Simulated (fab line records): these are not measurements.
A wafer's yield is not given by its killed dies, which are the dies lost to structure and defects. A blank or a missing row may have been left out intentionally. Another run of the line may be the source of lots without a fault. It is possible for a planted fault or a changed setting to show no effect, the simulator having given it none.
Struck lot and sound lot, side by side || flow nandHarc || 41 out of 1159 route steps
Sound: the wafers L670.3, L670.4, L670.5. Struck: wafer L682.3. (L682.5, L682.6 of the same lot were not struck and are left out.) The cause comes at the end.
For every step that has rows: the tool of each side, followed by ch and its chambers, followed by its first start. Under that, the readings that differ: sound wafers || struck wafers || difference of the means || sigmas: that difference in standard deviations of wafers without a fault.
alike: same words and numbers on both sides, and readings whose means sit less than 2 such deviations apart. not compared: any withheld reading, any reading some wafer has no value for, any bound like >300 that may hide the same value, and any number with overlapping values for which the record gives no deviation.
A row with sigmas, a row that says differs or no value, or rows on one side alone: a step with any of these is where the two part. Numbers that don't overlap but have no deviation are shown without sigmas and don't part them. A reading missing from all wafers of one side parts the sides only when that side holds two or more wafers.

NHARC_P_M1_OVL_MEAS_10: pitch 260 nm.
  sound on overlay-02, day 6 00:20; struck on overlay-02, day 9 06:46
  alike: overlayXNm, overlayYNm
NHARC_P_M1_INSPECT_11:
  sound on defectInspect-02, day 6 00:23; struck on defectInspect-01, day 9 06:49
  alike: rawDefectCount
then, 2 steps without rows for these wafers: NHARC_P_M1_DESCUM_14 (chemistry O2, time 3 s); NHARC_P_M1_ETCH_35 (etches the open film in N2/H2, target depth 40 nm, overetch 12 nm, time 43.94 s).
NHARC_P_M1_ETCH_15: etches the open film in C4F8/Ar, target depth 182.5 nm, time 91.2 s.
  sound: rieDiel-08 ch 1,2; struck: rieDiel-11 ch 3
{"reading": "rfVppV (V)", "sound": "437.0 439.7 437.6", "struck": 444.0, "difference": "+5.9", "sigmas": "+2"}
  alike: oesProductAu
  not compared: rfHoursCounterH
NHARC_P_M1_CD_MEAS_16:
  sound on cdSem-03, day 6 00:45; struck on cdSem-01, day 9 07:11
  alike: cdNm
then, 5 steps without rows for these wafers: NHARC_P_M1_STRIP_18 (strips in N2/H2); NHARC_P_M1_ETCH_28 (etches the open film in CF4/N2, target depth 30 nm, time 72.99 s); NHARC_P_M1_STRIP_19 (strips in post etch residue remover, time 600 s); NHARC_P_M1_DEGAS_29 (time 60 s); NHARC_P_M1_PRE_CLEAN_30 (time 30 s).
NHARC_P_M1_PVD_20: deposits TaN, target thk 5 nm, time 8.06 s.
  sound on pvdSputter-02; struck on pvdSputter-02
  alike: throttleValvePct
NHARC_P_M1_PVD_21: deposits Cu, target thk 30 nm, time 20.49 s.
  sound on pvdSputter-02, day 6 01:53; struck on pvdSputter-02, day 9 08:09
  alike: throttleValvePct
then, 1 step without rows for these wafers: NHARC_P_M1_ECD_22 (material Cu, target thk 400 nm).
NHARC_P_M1_ANNEAL_31: time 90 s.
  sound on rtpAnneal-01 ch 0, day 6 02:30; struck on rtpAnneal-01 ch 0, day 9 08:44
  alike: wafer_temp_C_max
NHARC_P_M1_CMP_23: polishes, t overpolish 20 s, target thk 157.82 nm.
  sound on cmp-03 ch 1,3, day 6 02:44; struck on cmp-04 ch 3, day 9 09:00
  alike: motorCurrentA, timeToEndpointS
following that, these wafers have no rows for 1 step: NHARC_P_M1_SRD_25.
NHARC_P_M1_INSPECT_27:
  sound on defectInspect-02, day 6 03:14; struck on defectInspect-01, day 9 09:27
  alike: rawDefectCount
then, 1 step without rows for these wafers: NHARC_P_M1_PRE_CLEAN_32 (time 12 s).
NHARC_P_M1_DEP_33: deposits SiCN, target thk 30 nm.
  sound on pecvd-02 ch 0,2, day 6 03:25; struck on pecvd-02 ch 2, day 9 09:38
  alike: heaterPowerW
then, 10 steps without rows for these wafers: NHARC_P_M2_DEP_00 (deposits SiOC, target thk 182.5 nm); NHARC_P_M2_DEHYDRATE_01 (time 120 s); NHARC_P_M2_HMDS_02 (time 30 s); NHARC_P_M2_COAT_34 (time 65 s); NHARC_P_M2_COAT_03 (resist thk 90 nm); NHARC_P_M2_SOFTBAKE_04 (time 55 s); NHARC_P_M2_EBR_05; NHARC_P_M2_EXPOSE_06 (exposes mask P M2, target cd 170 nm); NHARC_P_M2_PEB_07 (peb time 65 s); NHARC_P_M2_DEVELOP_08 (develop time 35 s).
NHARC_P_M2_CD_MEAS_09: target cd 170 nm.
  the record has rows for the sound wafers here (cdSem-03 ch 0, day 6 04:43) and none for the struck ones
NHARC_P_M2_OVL_MEAS_10: pitch 340 nm.
  sound wafers here have rows in the record (overlay-02, day 6 04:48); struck ones have none
NHARC_P_M2_INSPECT_11:
  sound wafers here have rows in the record (defectInspect-02, day 6 04:50); struck ones have none
then, 3 steps without rows for these wafers: NHARC_P_M2_DESCUM_14 (chemistry O2, time 3 s); NHARC_P_M2_ETCH_35 (etches the open film in N2/H2, target depth 40 nm, overetch 12 nm, time 43.94 s); NHARC_P_M2_ETCH_15 (etches the open film in C4F8/Ar, target depth 182.5 nm, time 91.2 s).
NHARC_P_M2_CD_MEAS_16:
  sound wafers here have rows in the record (cdSem-03, day 6 05:12); struck ones have none
then, 3 steps without rows for these wafers: NHARC_P_M2_STRIP_18 (strips in N2/H2); NHARC_P_M2_ETCH_28 (etches the open film in CF4/N2, target depth 30 nm, time 72.99 s); NHARC_P_M2_STRIP_19 (strips in post etch residue remover, time 600 s).
-- record jumps: 15 days between struck wafers' starts before vs after; left off in module P_M2, resumes in module END, first step shown is number 1159 of the route --
NHARC_END_SORT_01:
  sound on prober-02 ch 0, day 20 10:27; struck on prober-02 ch 0, day 24 03:35
{"reading": "defectLimitedYield (%)", "sound": "96.0 96.0 96.0", "struck": 0, "difference": -96, "sigmas": -74}
{"reading": "killedAtPeriphery", "sound": "3 0 2", "struck": 654, "difference": "+652", "sigmas": "+99 or more"}
{"reading": "killedDies", "sound": "27 27 27", "struck": 677, "difference": "+650", "sigmas": "+73"}
{"reading": "sort_bin_2_pct (%)", "sound": "1.3 1.6 1.3", "struck": 97.0, "difference": "+95.6", "sigmas": "+99 or more"}
{"reading": "sortNPass", "sound": "650 650 650", "struck": 0, "difference": -650, "sigmas": -73}
{"reading": "sortRimYieldPct (%)", "sound": "93 96 99", "struck": 0, "difference": -96, "sigmas": -31}
{"reading": "sortYieldPct (%)", "sound": "96.0 96.0 96.0", "struck": 0, "difference": -96, "sigmas": -74}
  alike: killedAtArray, killedAtOther, killedOpen, killedShort, sort_bin_3_pct, sort_bin_4_pct

== WHERE THEY PART ==
Last at NHARC_END_SORT_01 as far as this record goes, first at NHARC_P_M1_ETCH_15.

WHY: whatever the simulator had introduced
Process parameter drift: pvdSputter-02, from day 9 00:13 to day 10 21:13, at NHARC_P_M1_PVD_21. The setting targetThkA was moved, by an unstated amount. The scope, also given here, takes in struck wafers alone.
